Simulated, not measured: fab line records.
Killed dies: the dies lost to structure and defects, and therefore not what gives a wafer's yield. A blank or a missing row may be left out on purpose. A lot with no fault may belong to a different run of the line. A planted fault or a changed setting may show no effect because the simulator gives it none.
Comparing a struck lot with a sound one | flow n5 finfet | 14 steps out of a route of 1938
Sound: wafers L494.3, L494.5. The struck wafers were L509.3, L509.4, L509.5. The cause is named last.
Order at every step that has rows: each side's tool, ch and its chambers, its first start. Under that, the readings that differ: sound wafers | struck wafers | difference of the means | sigmas: that difference in standard deviations of wafers without a fault.
alike: words and numbers the same on both sides, and readings whose means are apart by under 2 such deviations; not compared: readings that were withheld, readings missing a value for some wafer, numbers with overlapping values and no deviation given by the record, and bounds like >300 which may hide the same value.
Wherever a step has rows on one side only, a row that says differs or no value, or a row with sigmas, the two part there. Non-overlapping numbers with no deviation appear without sigmas and do not part them. A reading missing from all wafers of one side parts the sides only when that side holds two or more wafers.

N5_DUMMY_GATE_CMP_04: polishes a-Si.
  sound on cmp-01 ch 1,2, day 3 09:02; struck on cmp-01 ch 0,1,2, day 6 23:20
  alike: motor current A, time to endpoint s
N5_DUMMY_GATE_THK_MEAS_05:
  sound on film metro-01 at day 3 09:16; struck on film metro-02 at day 6 23:31
  alike: thk nm
then, 10 steps without rows for these wafers: N5_DUMMY_GATE_HM_DEP_06 (deposits SiNx from DCS/NH3, target thk 80 nm, time 5141 s); N5_DUMMY_GATE_PECVD_30 (deposits SiO2 from TEOS/O2, target thk 55 nm, time 10.8 s); N5_DUMMY_GATE_COAT_34 (time 60 s, resist thk 60 nm); N5_DUMMY_GATE_COAT_35 (time 60 s, resist thk 10 nm); N5_DUMMY_GATE_COAT_28 (time 60 s, resist thk 10 nm); N5_DUMMY_GATE_COAT_09 (resist thk 30 nm); N5_DUMMY_GATE_EBR_11; N5_DUMMY_GATE_SOFTBAKE_10 (time 60 s); N5_DUMMY_GATE_EXPOSE_12 (exposes mask GATE, target cd 25 nm); N5_DUMMY_GATE_PEB_13 (peb time 60 s).
N5_DUMMY_GATE_DEVELOP_14: develop time 30 s.
  sound on litho track-02 ch 0, day 3 13:30; struck on litho track-02, day 7 03:46
  no value came back on the struck wafers for chill plate temp C (C), develop time s (s); on the sound wafers chill plate temp C (C) reads 23.09 23.14
  reading                                         | sound     | struck   | difference | sigmas
  model.CAR-EUV_of_DUMMY_GATE_COAT_09.thk nm (nm) | 29.6 29.6 | 30 30 30 | +0         |
N5_DUMMY_GATE_CD_MEAS_15: the cd target is 25.8 nm.
  sound on cd sem-03 ch 0, day 3 13:34; struck on cd sem-02 ch 0, day 7 03:50
  reading    | sound       | struck | difference                    | sigmas
  cd nm (nm) | 25.15 25.01 | - - -  | no value on the struck wafers |

## WHERE THEY PART
Earliest at N5_DUMMY_GATE_DEVELOP_14; latest, in this record, at N5_DUMMY_GATE_CD_MEAS_15.

WHY: what had been put in by the simulator
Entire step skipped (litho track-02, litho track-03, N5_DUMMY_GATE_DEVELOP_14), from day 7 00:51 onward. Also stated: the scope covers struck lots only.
